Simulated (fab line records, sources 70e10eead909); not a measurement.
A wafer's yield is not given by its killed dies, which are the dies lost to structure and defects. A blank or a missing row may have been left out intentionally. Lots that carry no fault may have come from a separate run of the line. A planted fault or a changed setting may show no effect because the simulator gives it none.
Struck lot and sound lot, side by side	flow nand-harc	39 out of 1159 route steps
Sound: the wafers L647.2, L647.3, L647.6. Struck: wafers L642.2, L642.5, L642.6. The cause is given at the end.
At each step with rows: each side's tool, then ch and its chambers, then its first start. Under that, the readings that differ: sound wafers	struck wafers	difference of the means	sigmas: that difference in standard deviations of wafers without a fault.
alike: a reading whose means differ by less than 2 such deviations, as well as words and numbers matching on both sides. not compared: withheld readings; readings where some wafer has no value; bounds like >300 that might hide an equal value; numbers whose values overlap and for which the record gives no deviation.
The two part at a step that has a row with sigmas, a row that says differs or no value, or rows on one side only. When numbers do not overlap yet have no deviation, they are printed without sigmas and do not part them. A reading missing from all wafers of one side parts the sides only when that side holds two or more wafers.

first, 12 steps without rows for these wafers: NHARC_A_STAIRCASE_STRIP_254 (strips in O2); NHARC_A_STAIRCASE_STRIP_255 (strips in SPM, time 900 s); NHARC_A_STAIRCASE_PRECLEAN_256 (cleans in SC1); NHARC_A_STAIRCASE_SRD_257; NHARC_A_STAIRCASE_HM_DEP_456 (deposits aC, target thk 1500 nm); NHARC_A_STAIRCASE_DEP_259 (deposits SiON, target thk 30 nm); NHARC_A_STAIRCASE_DEHYDRATE_281 (time 120 s); NHARC_A_STAIRCASE_HMDS_282 (time 30 s); NHARC_A_STAIRCASE_COAT_283; NHARC_A_STAIRCASE_SOFTBAKE_284 (time 170 s); NHARC_A_STAIRCASE_EBR_285; NHARC_A_STAIRCASE_EXPOSE_286 (exposes mask CHOP 100).
NHARC_A_STAIRCASE_PEB_287: peb time 130 s.
  struck on litho-track-02, day 13 01:43; sound on litho-track-07 ch 0, day 13 21:07
  no value came back on the struck wafers for chill-plate-temp-C (C), exhaust-pa (Pa), heater-power-total-W (W); on the sound wafers chill-plate-temp-C (C) reads 22.83 22.89 22.91
then, 7 steps without rows for these wafers: NHARC_A_STAIRCASE_DEVELOP_288 (time 140 s); NHARC_A_STAIRCASE_HARDBAKE_290 (time 140 s); NHARC_A_STAIRCASE_DESCUM_291 (chemistry O2, time 3 s); NHARC_A_STAIRCASE_ETCH_292 (etches the open film in CF4/CHF3); NHARC_A_STAIRCASE_HM_OPEN_460 (chemistry O2/COS); NHARC_A_STAIRCASE_STRIP_461 (strips in O2/COS); NHARC_A_STAIRCASE_ETCH_452 (etches the open film in CF4/O2, target depth 30 nm, overetch 3 nm, time 16.5 s).
NHARC_A_STAIRCASE_ETCH_294: etches the open film in C4F8/O2/Ar, target depth 4992 nm, time 1212.4 s.
  sound on rie-diel-01 ch 0,2; struck on rie-diel-02 ch 0,3
  alike: chamber-pressure-mTorr, oes-product-au, rf-vpp-V
  not compared: rf-hours-counter-h
NHARC_A_STAIRCASE_STRIP_295: strips in O2.
  sound on rie-diel-01 ch 1,2; struck on rie-diel-02 ch 1,2
  alike: chamber-pressure-mTorr, drypump-motor-current-A, oes-product-au, rf-vpp-V, showerhead-plenum-p-Torr, throttle-valve-pct
  not compared: rf-hours-counter-h
then, 3 steps without rows for these wafers: NHARC_A_STAIRCASE_STRIP_296 (strips in SPM, time 900 s); NHARC_A_STAIRCASE_PRECLEAN_297 (cleans in SC1); NHARC_A_STAIRCASE_SRD_298.
NHARC_A_STAIRCASE_HM_DEP_462: deposits aC, target thk 800 nm.
  sound on acl-dep-03 ch 0, day 14 00:35; struck on acl-dep-02 ch 0, day 13 05:36
  alike: throttle-valve-pct
NHARC_A_STAIRCASE_DEP_301: deposits SiON, target thk 30 nm.
  sound on pecvd-03 ch 0,2, day 14 02:11; struck on pecvd-04 ch 1,2, day 13 07:12
  alike: heater-power-w
then, 10 steps without rows for these wafers: NHARC_A_STAIRCASE_DEHYDRATE_302 (time 120 s); NHARC_A_STAIRCASE_HMDS_303 (time 30 s); NHARC_A_STAIRCASE_COAT_304; NHARC_A_STAIRCASE_SOFTBAKE_305 (time 170 s); NHARC_A_STAIRCASE_EBR_306; NHARC_A_STAIRCASE_EXPOSE_307 (exposes mask CHOP 50); NHARC_A_STAIRCASE_PEB_308 (peb time 130 s); NHARC_A_STAIRCASE_DEVELOP_309 (time 140 s); NHARC_A_STAIRCASE_HARDBAKE_311 (time 140 s); NHARC_A_STAIRCASE_DESCUM_312 (chemistry O2, time 3 s).
NHARC_A_STAIRCASE_ETCH_313: etches the open film in CF4/CHF3.
  sound on rie-diel-02 ch 2,3, day 14 03:29; struck on rie-diel-01 ch 1,2,3, day 13 08:19
  alike: chamber-pressure-mTorr, drypump-motor-current-A, oes-product-au, rf-vpp-V, showerhead-plenum-p-Torr, throttle-valve-pct
  not compared: rf-hours-counter-h
then, 1 step without rows for these wafers: NHARC_A_STAIRCASE_HM_OPEN_463 (chemistry O2/COS).

## WHERE THEY PART
Only at NHARC_A_STAIRCASE_PEB_287, as far as this record shows. Later steps at which nothing parts them and some readings are alike: NHARC_A_STAIRCASE_ETCH_294, NHARC_A_STAIRCASE_STRIP_295, NHARC_A_STAIRCASE_HM_DEP_462, NHARC_A_STAIRCASE_DEP_301, NHARC_A_STAIRCASE_ETCH_313.

WHY: what had been put in by the simulator
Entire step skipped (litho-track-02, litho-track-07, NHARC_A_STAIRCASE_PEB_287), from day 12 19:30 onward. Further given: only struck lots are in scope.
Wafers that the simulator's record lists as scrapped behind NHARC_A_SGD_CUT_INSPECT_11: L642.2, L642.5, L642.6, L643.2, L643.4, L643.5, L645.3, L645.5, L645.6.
